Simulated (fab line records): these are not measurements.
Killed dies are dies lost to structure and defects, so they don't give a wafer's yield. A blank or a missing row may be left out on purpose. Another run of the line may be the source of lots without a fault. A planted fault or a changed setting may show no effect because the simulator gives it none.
Matching of chambers -- flow n5_finfet -- N5_FIN_SAQP_ETCH_52 on rie_diel-03 has 4 sister chambers
The step etches SOC in N2/H2, target depth 100 nm, overetch 20 nm, time 150 s. 4 wafers are shown with their chamber, then 7 later ones without.

== WAFERS, EACH WITH ITS CHAMBER ==
wafer,chamber,drypump_motor_current_A (A)
L077.5,1,6.5
L088.1,3,4.8
L089.3,0,5.5
L089.4,2,5.3

== WAFERS WHOSE CHAMBER IS MISSING ==
wafer,drypump_motor_current_A (A)
L089.6,4.9
L090.1,5.5
L090.5,5.3
L090.6,4.9
L093.2,5.3
L093.3,4.8
L093.4,6.5

== EACH ONE'S CHAMBER ==
wafer,from the rows above,in truth
L089.6,3,3
L090.1,0,0
L090.5,2,2
L090.6,3,3
L093.2,2,2
L093.3,3,3
L093.4,1,1
Correctly placed: 7 of 7. Can't be placed from these rows: 0. Wrongly placed: 0.
How it was worked out, from the rows above alone: a wafer's distance from a chamber is the root of the sum, over the readings, of the square of ((its reading less the chamber's mean) divided by the reading's scatter). The wafer belongs to the nearest chamber; if the next one is less than 2 further off, it can't be placed. A chamber's mean is the mean of its shown wafers. The scatter: with one shown wafer a chamber, the root of the mean of the squares of how far each hidden wafer lies from its nearest shown one.
